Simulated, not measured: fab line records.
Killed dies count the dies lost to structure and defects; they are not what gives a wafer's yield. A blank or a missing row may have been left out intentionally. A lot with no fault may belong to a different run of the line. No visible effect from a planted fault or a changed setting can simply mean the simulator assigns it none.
fab line records | flow n5Finfet
record lots=12 | wafers=34 | lastDay=21
route steps=1938 shown SDB@360 PAD_METAL@1894 PASSIVATION@1931
lots that met no fault: from a run of the same line without faults
startH: hours from the record's first day to the start of the lot's first wafer shown | waitH: time in hours since the lot's previous step | " repeats the value in the row above | L1.1+2: a single row standing in for several wafers | - value missing, or start not given | * or withheld: withheld | < > ~ a bound
route shown NAME@n: NAME is a module with steps in the file, n the number in the route of the first one | usual: average and standard deviation across the fault-free wafers | same: alike in all rows | chamber/n: place in a boat | sites: per-site readings | _std_site: standard deviation of those values | _edge_site: inner sites' mean taken away from outer sites' mean | radiusMm: for every site, how far away it sits from the centre of the wafer | mask NAME#n: copy n | behind: tool/chamber where the wafer was last shaped | hold: reason for holding the lot/hours on hold/outcome of the hold | device: the transistor (n, p or np) that didn't switch | end of line: tests of these same wafers at the route's end | where a step has no rows: the recipe by itself | killed: the dies lost at the first sort to structure and to defects; this is not the yield of the wafer | map: shows each die of a wafer: x if killed, . if not, _ if none is there
set.NAME: setting as actually run; set.NAME@STEP: the setting as run at that earlier step | model.NAME: the simulator's own value behind a step, which no gauge read
steps of the route over a sample of lots; a table a step, a row a wafer
services: the hour from which a tool's chamber was out of use, counted from the record's first day as startH (under 0 if before that day), plus the number of hours and why
## steps
# step N5_SDB_ETCH_17
# recipe chemistry=CF4 | target=SiARC | targetDepthA=234 | maskMaterial=CAR-ArF | timeS=39 | ionEnergyEv=80 | pressureMtorr=40 | sourceW=545 | biasW=36 | Ar_flow_sccm=100 | cf4FlowSccm=100 | ends=cleared
# usual drypumpMotorCurrentA=6.0/0.42 | etchRfOnTimeS=38.9/1.1 | mfcArSccm=100.0/0.3 | oesProductAu=0.70/0.077 | rfVppV=184.6/1.1 | showerheadPlenumPTorr=2.19/0.064 | throttleValvePct=15.49/0.23
lot.wafer | tool       | chamber | startH | waitH | drypumpMotorCurrentA | etchRfOnTimeS | mfcArSccm | oesProductAu | rfHoursCounterH | rfVppV | showerheadPlenumPTorr | throttleValvePct
L906.1    | rieDiel-01 | 0       | 74.04  | 0.0   | 6.2                  | 40.2          | 100.4     | 0.74         | 41              | 184.9  | 2.27                  | 15.41
L906.4    | "          | 3       | "      | "     | 6.4                  | 40.9          | 99.9      | 0.64         | 135             | 184.0  | 2.14                  | 15.33
L906.5    | "          | 3       | "      | "     | 6.4                  | 40.9          | 100.2     | 0.64         | -               | 183.5  | 2.14                  | 15.32
L907.2    | rieDiel-04 | 1       | 75.92  | 0.0   | 6.3                  | 38.9          | 100.5     | 0.84         | 5               | 183.4  | 2.19                  | 15.45
L907.5    | "          | 3       | "      | "     | 5.7                  | 37.0          | 99.6      | 0.63         | -               | 185.6  | 2.20                  | 15.65
L907.6    | "          | 0       | "      | "     | 5.1                  | 38.6          | 99.9      | 0.61         | -               | 182.5  | 2.11                  | 15.87
L908.2    | rieDiel-01 | 1       | 81.97  | 0.0   | 6.0                  | 39.4          | 99.8      | 0.59         | 201             | 183.8  | 2.13                  | 15.88
L908.6    | "          | 0       | "      | "     | 6.2                  | 40.2          | 100.4     | 0.73         | -               | 185.3  | 2.27                  | 15.42
L910.2    | rieDiel-01 | 1       | 96.42  | 0.0   | 5.9                  | 38.9          | 100.1     | 0.60         | 206             | 184.9  | 2.13                  | 15.86
L910.3    | "          | 2       | "      | "     | 5.5                  | 38.9          | 100.1     | 0.65         | 147             | 184.7  | 2.14                  | 15.44
L910.4    | "          | 3       | "      | "     | 6.4                  | 40.7          | 99.8      | 0.64         | 142             | 184.4  | 2.13                  | 15.36
L911.4    | rieDiel-04 | 3       | 105.64 | 0.0   | 5.7                  | 36.8          | 99.3      | 0.63         | 218             | 184.9  | 2.20                  | 15.67
L911.5    | "          | 2       | "      | "     | 5.7                  | 39.1          | 99.8      | 0.70         | -               | 183.9  | 2.18                  | 15.45
L912.1    | rieDiel-05 | 2       | 114.38 | 0.0   | 5.7                  | 39.4          | 100.0     | 0.78         | 19              | 184.4  | 2.19                  | 15.36
L912.2    | "          | 0       | "      | "     | 5.7                  | 37.5          | 100.6     | 0.75         | 34              | 185.6  | 2.26                  | 15.18
L912.6    | "          | 2       | "      | "     | 5.8                  | 39.7          | 100.0     | 0.78         | -               | 185.4  | 2.19                  | 15.37
L913.1    | rieDiel-05 | 0       | 116.49 | 0.0   | 5.7                  | 37.5          | 99.8      | 0.75         | 35              | 186.3  | 2.26                  | 15.19
L913.3    | "          | 1       | "      | "     | 6.2                  | 40.4          | 99.6      | 0.57         | 253             | 183.9  | 2.03                  | 16.00
L913.6    | "          | 2       | "      | "     | 5.8                  | 39.4          | 100.0     | 0.78         | -               | 184.9  | 2.19                  | 15.35
L914.1    | rieDiel-05 | 0       | 123.74 | 0.0   | 5.7                  | 38.0          | 99.7      | 0.74         | 38              | 185.5  | 2.26                  | 15.20
L914.2    | "          | 3       | "      | "     | 6.7                  | 37.8          | 99.7      | 0.85         | 0               | 187.3  | 2.27                  | 15.24
L914.5    | "          | 2       | "      | "     | 5.8                  | 39.7          | 99.9      | 0.77         | -               | 183.9  | 2.18                  | 15.36
L918.1    | rieDiel-01 | 3       | 146.18 | 0.0   | 6.4                  | 41.2          | 99.9      | 0.62         | 155             | 184.4  | 2.13                  | 15.36
L918.2    | "          | 2       | "      | "     | 5.5                  | 39.1          | 99.4      | 0.64         | 160             | 182.8  | 2.14                  | 15.46
L918.6    | "          | 1       | "      | "     | 5.9                  | 39.6          | 99.8      | 0.58         | -               | 184.5  | 2.12                  | 15.89
L923.3    | rieDiel-01 | 3       | 173.30 | 0.0   | 6.4                  | 39.5          | 100.0     | 0.63         | 164             | 182.3  | 2.13                  | 15.37
L923.5    | "          | 2       | "      | "     | 5.6                  | 39.1          | 100.1     | 0.63         | -               | 183.5  | 2.13                  | 15.49
L923.6    | "          | 1       | "      | "     | 5.9                  | 39.1          | 100.3     | 0.58         | -               | 183.6  | 2.12                  | 15.92
L925.1    | rieDiel-01 | 0       | 188.72 | 0.0   | 6.2                  | 39.8          | 99.6      | 0.70         | 79              | 185.6  | 2.26                  | 15.49
L925.3    | "          | 2       | "      | "     | 5.5                  | 38.8          | 100.2     | 0.63         | 178             | 183.8  | 2.13                  | 15.51
L925.4    | "          | 3       | "      | "     | 6.5                  | 40.4          | 100.2     | 0.62         | 170             | 184.6  | 2.12                  | 15.38
L926.1    | rieDiel-01 | 3       | 196.03 | 0.0   | 6.4                  | 40.8          | 100.0     | 0.62         | 173             | 183.6  | 2.12                  | 15.42
L926.3    | "          | 2       | "      | "     | 5.5                  | 39.1          | 100.0     | 0.63         | 180             | 183.7  | 2.13                  | 15.52
L926.6    | "          | 0       | "      | "     | 6.2                  | 39.8          | 100.0     | 0.68         | -               | 185.2  | 2.26                  | 15.50
# step N5_PASSIVATION_PRE_CLEAN_19
# recipe gas=H2/He | timeS=* | tempC=*
# usual heaterPowerW=460/66
lot.wafer | tool          | chamber | startH | waitH | heaterPowerW
L907.2    | pvdSputter-03 | -       | 371.69 | 0.0   | 535
L907.5    | "             | -       | "      | "     | 423
L907.6    | "             | -       | "      | "     | 486
L906.1    | pvdSputter-01 | -       | 381.74 | 0.0   | 427
L906.4    | "             | -       | "      | "     | 393
L906.5    | "             | -       | "      | "     | 383
L908.2    | pvdSputter-02 | -       | 386.12 | 0.0   | 446
L908.6    | "             | -       | "      | "     | 428
L910.2    | pvdSputter-01 | -       | 397.70 | 0.0   | 570
L910.3    | "             | -       | "      | "     | 386
L910.4    | "             | -       | "      | "     | 427
L912.1    | pvdSputter-01 | -       | 401.92 | 0.0   | 386
L912.2    | "             | -       | "      | "     | 432
L912.6    | "             | -       | "      | "     | 568
L914.1    | pvdSputter-02 | -       | 401.97 | 0.0   | 441
L914.2    | "             | -       | "      | "     | 379
L914.5    | "             | -       | "      | "     | 569
L911.4    | pvdSputter-02 | -       | 406.45 | 0.0   | 440
L911.5    | "             | -       | "      | "     | 377
L913.1    | pvdSputter-01 | -       | 407.35 | 0.0   | 427
L913.3    | "             | -       | "      | "     | 433
L913.6    | "             | -       | "      | "     | 558
L918.1    | pvdSputter-01 | -       | 448.10 | 0.0   | 433
L918.2    | "             | -       | "      | "     | 566
L918.6    | "             | -       | "      | "     | 382
L923.3    | pvdSputter-01 | -       | 454.70 | 0.0   | 433
L923.5    | "             | -       | "      | "     | 382
L923.6    | "             | -       | "      | "     | 555
L925.1    | pvdSputter-03 | -       | 477.36 | 0.0   | 436
L925.3    | "             | -       | "      | "     | 436
L925.4    | "             | -       | "      | "     | 552
L926.1    | pvdSputter-01 | -       | 494.66 | 0.0   | 570
L926.3    | "             | -       | "      | "     | 434
L926.6    | "             | -       | "      | "     | 427
# step N5_PASSIVATION_STRIP_48
# recipe chemistry=O2 | powerW=600 | tempC=60 | pressureMtorr=30 | rfFrequencyHz=6e+07 | biasPowerW=0 | overashFraction=0.5 | o2FlowSccm=225
# usual drypumpMotorCurrentA=5.9/0.44 | oesProductAu=0.80/0.066 | rfVppV=3.8/2.6 | showerheadPlenumPTorr=2.11/0.062 | throttleValvePct=16.61/0.17
lot.wafer | tool       | chamber | startH | waitH | drypumpMotorCurrentA | oesProductAu | rfHoursCounterH | rfVppV | showerheadPlenumPTorr | throttleValvePct
L907.2    | rieDiel-04 | 0       | 374.94 | 0.1   | 5.2                  | 0.88         | 42              | 6.4    | 2.05                  | 16.61
L907.5    | "          | 0       | "      | "     | 5.1                  | 0.88         | -               | 1.8    | 2.05                  | 16.60
L907.6    | "          | 1       | "      | "     | 6.3                  | 0.83         | -               | 2.4    | 2.13                  | 16.74
L906.1    | rieDiel-04 | 3       | 385.34 | 0.1   | 5.6                  | 0.90         | 27              | 5.6    | 2.13                  | 16.40
L906.4    | "          | 2       | "      | "     | 5.7                  | 0.71         | 171             | 2.9    | 2.06                  | 16.60
L906.5    | "          | 2       | "      | "     | 5.6                  | 0.75         | -               | 3.8    | 2.06                  | 16.48
L908.2    | rieDiel-04 | 2       | 389.57 | 0.1   | 5.7                  | 0.73         | 173             | 5.2    | 2.06                  | 16.51
L908.6    | "          | 1       | "      | "     | 6.3                  | 0.86         | -               | 3.1    | 2.13                  | 16.78
L910.2    | rieDiel-05 | 2       | 400.85 | 0.1   | 5.8                  | 0.78         | 131             | 6.9    | 2.08                  | 16.44
L910.3    | "          | 1       | "      | "     | 6.1                  | 0.79         | 105             | 1.2    | 2.20                  | 16.82
L910.4    | "          | 3       | "      | "     | 6.7                  | 0.74         | 109             | 7.3    | 2.22                  | 16.75
L912.1    | rieDiel-05 | 3       | 405.33 | 0.1   | 6.7                  | 0.76         | 111             | 8.2    | 2.23                  | 16.72
L912.2    | "          | 0       | "      | "     | 5.7                  | 0.75         | 142             | 2.9    | 2.19                  | 16.46
L912.6    | "          | 2       | "      | "     | 5.7                  | 0.77         | -               | 2.5    | 2.07                  | 16.49
L914.1    | rieDiel-01 | 1       | 405.54 | 0.1   | 6.0                  | 0.82         | 65              | 3.3    | 2.06                  | 16.72
L914.2    | "          | 0       | "      | "     | 6.3                  | 0.75         | 175             | 2.5    | 2.17                  | 16.73
L914.5    | "          | 1       | "      | "     | 5.9                  | 0.85         | -               | 4.9    | 2.06                  | 16.75
L911.4    | rieDiel-04 | 0       | 409.70 | 0.1   | 5.1                  | 0.85         | 54              | 8.9    | 2.04                  | 16.61
L911.5    | "          | 2       | "      | "     | 5.7                  | 0.72         | -               | 1.9    | 2.06                  | 16.56
L913.1    | rieDiel-05 | 0       | 410.54 | 0.1   | 5.6                  | 0.75         | 144             | 7.7    | 2.19                  | 16.54
L913.3    | "          | 3       | "      | "     | 6.7                  | 0.78         | 113             | 8.0    | 2.22                  | 16.73
L913.6    | "          | 2       | "      | "     | 5.7                  | 0.77         | -               | 3.2    | 2.07                  | 16.49
L918.1    | rieDiel-04 | 0       | 451.70 | 0.1   | 5.2                  | 0.83         | 71              | 1.7    | 2.04                  | 16.65
L918.2    | "          | 1       | "      | "     | 6.3                  | 0.83         | 105             | 3.5    | 2.12                  | 16.79
L918.6    | "          | 0       | "      | "     | 5.1                  | 0.82         | -               | 2.2    | 2.04                  | 16.67
L923.3    | rieDiel-05 | 1       | 457.75 | 0.1   | 6.1                  | 0.78         | 123             | 2.8    | 2.20                  | 16.81
L923.5    | "          | 2       | "      | "     | 5.8                  | 0.78         | -               | 1.0    | 2.07                  | 16.61
L923.6    | "          | 1       | "      | "     | 6.1                  | 0.79         | -               | 6.2    | 2.20                  | 16.81
L925.1    | rieDiel-05 | 1       | 480.47 | 0.1   | 6.2                  | 0.77         | 129             | 4.2    | 2.20                  | 16.91
L925.3    | "          | 0       | "      | "     | 5.7                  | 0.72         | 166             | 2.1    | 2.18                  | 16.62
L925.4    | "          | 2       | "      | "     | 5.8                  | 0.74         | 157             | 3.5    | 2.07                  | 16.64
L926.1    | rieDiel-04 | 1       | 497.99 | 0.1   | 6.3                  | 0.82         | 119             | 0.1    | 2.12                  | 16.90
L926.3    | "          | 3       | "      | "     | 5.7                  | 0.87         | 65              | 3.9    | 2.11                  | 16.46
L926.6    | "          | 0       | "      | "     | 5.1                  | 0.84         | -               | 0.6    | 2.03                  | 16.72
# step N5_PASSIVATION_PROBE_49
# usual defectLimitedYield=91.1/1.4 | killed_at_M0_to_M3=34/9.6 | killed_at_M4_up=15/5.3 | killedAtContacts=12/6.1 | killedAtFrontEnd=40/11 | killedAtOther=3.5/2.8 | killedDies=105/17 | killedOpen=70/12 | killedShort=34/7.7 | sort_bin_4_leakage=0.01/0.07 | sort_bin_5_function=5.2/0.97 | sort_bin_6_memory=3.4/0.62 | sort_bin_8_speed=0.00/0.023 | sortNPass=1075/17 | sortYieldPct=91.1/1.4
# same grossDies=1180 | killedAtBackSide=0
lot.wafer | tool      | chamber | startH | waitH | defectLimitedYield[%] | killed_at_M0_to_M3 | killed_at_M4_up | killedAtContacts | killedAtFrontEnd | killedAtOther | killedDies | killedOpen | killedShort | sort_bin_4_leakage[%] | sort_bin_5_function[%] | sort_bin_6_memory[%] | sort_bin_8_speed[%] | sortNPass | sortYieldPct[%]
L906.1    | prober-01 | -       | 387.83 | 0.0   | 90.9                  | 17                 | 22              | 3                | 51               | 14            | 107        | 69         | 34          | 0                     | 5.2                    | 3.8                  | 0                   | 1073      | 90.9
L906.4    | prober-01 | -       | 387.98 | 0.2   | 91.2                  | 41                 | 14              | 3                | 39               | 7             | 104        | 71         | 32          | 0.59                  | 5.0                    | 3.2                  | 0                   | 1069      | 90.6
L906.5    | prober-01 | -       | 388.03 | 0.2   | 93.5                  | 18                 | 9               | 3                | 47               | 0             | 77         | 52         | 20          | 0                     | 3.5                    | 2.8                  | 0                   | 1103      | 93.5
L908.2    | prober-01 | -       | 392.31 | 0.1   | 90.6                  | 37                 | 20              | 11               | 41               | 2             | 111        | 84         | 25          | 0                     | 6.4                    | 2.9                  | 0                   | 1069      | 90.6
L908.6    | prober-01 | -       | 392.51 | 0.3   | 89.7                  | 35                 | 17              | 23               | 45               | 2             | 122        | 74         | 45          | 0                     | 6.4                    | 3.7                  | 0                   | 1058      | 89.7
L910.2    | prober-01 | -       | 403.44 | 0.1   | 91.6                  | 28                 | 13              | 21               | 36               | 1             | 99         | 65         | 34          | 0                     | 4.9                    | 3.1                  | 0                   | 1081      | 91.6
L910.3    | prober-01 | -       | 403.49 | 0.1   | 89.5                  | 38                 | 18              | 13               | 53               | 2             | 124        | 83         | 41          | 0.08                  | 5.9                    | 4.0                  | 0                   | 1055      | 89.4
L910.4    | prober-01 | -       | 403.54 | 0.2   | 91.6                  | 41                 | 11              | 11               | 36               | 0             | 99         | 60         | 39          | 0                     | 4.8                    | 3.1                  | 0                   | 1081      | 91.6
L912.1    | prober-02 | -       | 407.84 | 0.0   | 92.2                  | 35                 | 12              | 12               | 31               | 2             | 92         | 58         | 31          | 0                     | 4.2                    | 3.3                  | 0                   | 1088      | 92.2
L912.2    | prober-02 | -       | 407.89 | 0.1   | 91.8                  | 39                 | 18              | 11               | 27               | 2             | 97         | 63         | 32          | 0                     | 5.6                    | 2.4                  | 0                   | 1083      | 91.8
L912.6    | prober-02 | -       | 408.09 | 0.3   | 89.5                  | 48                 | 16              | 12               | 43               | 5             | 124        | 74         | 42          | 0                     | 6.5                    | 3.3                  | 0                   | 1056      | 89.5
L914.1    | prober-02 | -       | 408.14 | 0.1   | 81.4                  | 30                 | 22              | 9                | 153              | 6             | 220        | 67         | 32          | 0                     | 11.9                   | 4.4                  | 0                   | 960       | 81.4
L914.2    | prober-02 | -       | 408.19 | 0.2   | 82.1                  | 22                 | 19              | 13               | 148              | 9             | 211        | 66         | 24          | 0                     | 11.4                   | 4.7                  | 0                   | 969       | 82.1
L914.5    | prober-02 | -       | 408.34 | 0.3   | 84.6                  | 17                 | 12              | 22               | 129              | 2             | 182        | 59         | 22          | 0                     | 9.9                    | 3.2                  | 0                   | 998       | 84.6
L918.1    | prober-01 | -       | 454.47 | 0.3   | 89.6                  | 48                 | 15              | 27               | 33               | 0             | 123        | 92         | 31          | 0                     | 6.4                    | 3.9                  | 0                   | 1057      | 89.6
L918.2    | prober-01 | -       | 454.52 | 0.3   | 89.7                  | 41                 | 15              | 18               | 47               | 0             | 121        | 86         | 35          | 0                     | 6.2                    | 3.8                  | 0                   | 1059      | 89.7
L918.6    | prober-01 | -       | 454.72 | 0.5   | 90.5                  | 42                 | 17              | 21               | 29               | 3             | 112        | 78         | 34          | 0                     | 5.3                    | 4.2                  | 0                   | 1068      | 90.5
# killed by level:class
L906.1 FIN_SAQP:geometricParticle:open=10 BEOL_M4:geometricParticle:open=9 FIN_SAQP:geometricParticle:short=8 GATE_CUT:geometricParticle:open=8 STI_FIN_REVEAL:geometricParticle:open=6 MIM_TOP_ETCH:geometricParticle:open=6 GATE_CUT:geometricParticle:short=5 BEOL_M1:geometricParticle:open=5
L906.4 BEOL_M0_SAQP:geometricParticle:open=16 STI_FIN_REVEAL:geometricParticle:open=10 BEOL_M1:geometricParticle:open=9 FIN_SAQP:geometricParticle:open=8 GATE_CUT:geometricParticle:short=5 BEOL_M0_SAQP:geometricParticle:short=5 BEOL_M2:geometricParticle:short=4 BEOL_M4:geometricParticle:short=4
L906.5 FIN_SAQP:geometricParticle:open=19 FIN_SAQP:geometricParticle:short=9 DUMMY_GATE:geometricParticle:open=4 BEOL_M3:geometricParticle:open=4 SDB:coatMicrobubblePrinted=4 STI_FIN_REVEAL:geometricParticle:open=3 BEOL_M0_SAQP:geometricParticle:short=3 BEOL_M2:geometricParticle:open=3
L908.2 BEOL_M4:geometricParticle:open=17 BEOL_M3:geometricParticle:open=15 FIN_SAQP:geometricParticle:open=11 MOL_CONTACT_COAG:geometricParticle:open=8 BEOL_M0_SAQP:geometricParticle:open=7 STI_FIN_REVEAL:geometricParticle:open=6 DUMMY_GATE:geometricParticle:open=6 FIN_SAQP:geometricParticle:short=4
L908.6 MOL_CONTACT_COAG:geometricParticle:open=15 BEOL_M3:geometricParticle:open=12 BEOL_M0_SAQP:geometricParticle:short=9 BEOL_M4:geometricParticle:open=9 MOL_CONTACT_COAG:geometricParticle:short=8 STI_FIN_REVEAL:geometricParticle:open=7 FIN_SAQP:geometricParticle:open=6 STI_FIN_REVEAL:geometricParticle:short=5
L910.2 MOL_CONTACT_COAG:geometricParticle:open=16 FIN_SAQP:geometricParticle:open=10 FIN_SAQP:geometricParticle:short=9 BEOL_M1:geometricParticle:open=6 BEOL_M2:geometricParticle:open=6 BEOL_M4:geometricParticle:open=6 MOL_CONTACT_COAG:geometricParticle:short=5 BEOL_M3:geometricParticle:short=5
L910.3 FIN_SAQP:geometricParticle:open=16 BEOL_M0_SAQP:geometricParticle:short=11 MOL_CONTACT_COAG:geometricParticle:open=10 BEOL_M0_SAQP:geometricParticle:open=9 BEOL_M4:geometricParticle:open=9 FIN_SAQP:geometricParticle:short=8 STI_FIN_REVEAL:geometricParticle:open=7 BEOL_M1:geometricParticle:open=5
L910.4 FIN_SAQP:geometricParticle:open=15 BEOL_M0_SAQP:geometricParticle:short=12 MOL_CONTACT_COAG:geometricParticle:open=9 FIN_SAQP:geometricParticle:short=8 BEOL_M3:geometricParticle:open=8 BEOL_M0_SAQP:geometricParticle:open=6 BEOL_M4:geometricParticle:open=6 BEOL_M1:geometricParticle:open=4
L912.1 MOL_CONTACT_COAG:geometricParticle:open=8 BEOL_M0_SAQP:geometricParticle:short=7 BEOL_M2:geometricParticle:open=7 BEOL_M3:geometricParticle:open=6 GATE_CUT:geometricParticle:short=6 BEOL_M0_SAQP:geometricParticle:open=5 BEOL_M4:geometricParticle:open=5 FIN_SAQP:geometricParticle:open=4
L912.2 BEOL_M0_SAQP:geometricParticle:open=13 MOL_CONTACT_COAG:geometricParticle:open=10 BEOL_M4:geometricParticle:open=9 BEOL_M0_SAQP:geometricParticle:short=8 BEOL_M2:geometricParticle:open=6 DUMMY_GATE:geometricParticle:open=5 FIN_SAQP:geometricParticle:short=4 BEOL_M1:geometricParticle:open=4
L912.6 BEOL_M2:geometricParticle:open=12 FIN_SAQP:geometricParticle:short=11 BEOL_M1:geometricParticle:open=10 MOL_CONTACT_COAG:geometricParticle:open=9 BEOL_M0_SAQP:geometricParticle:open=9 BEOL_M0_SAQP:geometricParticle:short=7 HKMG_FIN:areaEtch=7 BEOL_M4:geometricParticle:open=6
L914.1 SDB:unspecified=119 BEOL_M4:geometricParticle:open=15 MOL_CONTACT_COAG:geometricParticle:open=8 BEOL_M2:geometricParticle:open=8 BEOL_M0_SAQP:geometricParticle:short=7 GATE_CUT:geometricParticle:short=7 ILD0:geometricParticle:open=6 FIN_SAQP:geometricParticle:open=5
L914.2 SDB:unspecified=119 MOL_CONTACT_COAG:geometricParticle:open=10 BEOL_M4:geometricParticle:open=10 STI_FIN_REVEAL:geometricParticle:open=9 BEOL_M2:geometricParticle:open=8 FIN_SAQP:geometricParticle:open=5 DUMMY_GATE:geometricParticle:short=3 MOL_CONTACT_COAG:geometricParticle:short=3
L914.5 SDB:unspecified=99 MOL_CONTACT_COAG:geometricParticle:open=17 STI_FIN_REVEAL:geometricParticle:open=7 FIN_SAQP:geometricParticle:open=6 MOL_CONTACT_COAG:geometricParticle:short=5 BEOL_M4:geometricParticle:open=5 BEOL_M3:geometricParticle:open=4 FIN_SAQP:geometricParticle:short=3
L918.1 MOL_CONTACT_COAG:geometricParticle:open=23 STI_FIN_REVEAL:geometricParticle:open=10 BEOL_M1:geometricParticle:open=10 BEOL_M0:geometricParticle:open=7 BEOL_M0_SAQP:geometricParticle:short=7 BEOL_M4:geometricParticle:open=7 BEOL_M3:geometricParticle:open=6 BEOL_M2:geometricParticle:open=6
L918.2 MOL_CONTACT_COAG:geometricParticle:open=15 DUMMY_GATE:geometricParticle:open=12 BEOL_M4:geometricParticle:open=10 BEOL_M1:geometricParticle:open=8 BEOL_M0_SAQP:geometricParticle:open=8 BEOL_M3:geometricParticle:open=7 FIN_SAQP:geometricParticle:open=6 BEOL_M2:geometricParticle:open=6
L918.6 MOL_CONTACT_COAG:geometricParticle:open=20 BEOL_M2:geometricParticle:open=13 FIN_SAQP:geometricParticle:short=9 BEOL_M1:geometricParticle:open=9 BEOL_M4:geometricParticle:open=7 BEOL_M0_SAQP:geometricParticle:short=5 BEOL_M3:geometricParticle:open=5 FIN_SAQP:geometricParticle:open=3
## services
tool          | chamber | startH | hours | kind
rieDiel-05    | -       | 89.99  | 15.6  | pm
pvdSputter-02 | -       | 94.64  | 5.5   | repair
pvdSputter-02 | -       | 102.33 | 3.4   | repair
rieDiel-01    | -       | 109.73 | 14.6  | pm
pvdSputter-02 | -       | 113.98 | 5.4   | repair
rieDiel-01    | 3       | 166.05 | 3.5   | repair
rieDiel-04    | 1       | 200.64 | 69.6  | repair
rieDiel-04    | 3       | 203.83 | 8.1   | repair
rieDiel-01    | -       | 214.57 | 2.8   | pm
rieDiel-05    | 0       | 250.34 | 11.5  | repair
pvdSputter-02 | -       | 256.23 | 2.3   | repair
rieDiel-05    | 0       | 265.71 | 1.2   | repair
rieDiel-01    | 1       | 271.01 | 14.9  | repair
rieDiel-04    | -       | 287.48 | 28.1  | pm
rieDiel-01    | 1       | 310.36 | 2.1   | repair
rieDiel-04    | 2       | 339.41 | 7.8   | repair
rieDiel-05    | 0       | 359.21 | 8.0   | repair
pvdSputter-02 | -       | 409.67 | 7.3   | repair
rieDiel-05    | -       | 410.63 | 0.9   | repair
pvdSputter-01 | -       | 426.95 | 3.4   | repair
rieDiel-01    | 3       | 432.33 | 4.8   | repair
rieDiel-05    | 1       | 452.35 | 1.3   | repair
rieDiel-04    | 3       | 460.95 | 2.6   | repair
rieDiel-01    | 2       | 468.26 | 16.2  | repair
## key
firstSign step=N5_PASSIVATION_PROBE_49 | reading=killedAtFrontEnd | direction=up | sigmas=9.6 | usual=40 | struck=143
effect step=N5_PASSIVATION_PROBE_49 | reading=killedDies | direction=up | sigmas=5.8 | usual=105 | struck=204
moreKillsBornAt N5_SDB_ETCH_17@rieDiel-05=337
metAt N5_SDB_ETCH_17
struckLots L914
notActingAt N5_PASSIVATION_PRE_CLEAN_19,N5_PASSIVATION_STRIP_48
onsetBetween 116.49 123.74
fault kind=chamberParticleSource | tool=rieDiel-05 | chamber=- | onsetH=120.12 | steps=N5_SDB_ETCH_17 | ratePerVisitCm2=0.84376 | untilTheNextWetClean=True
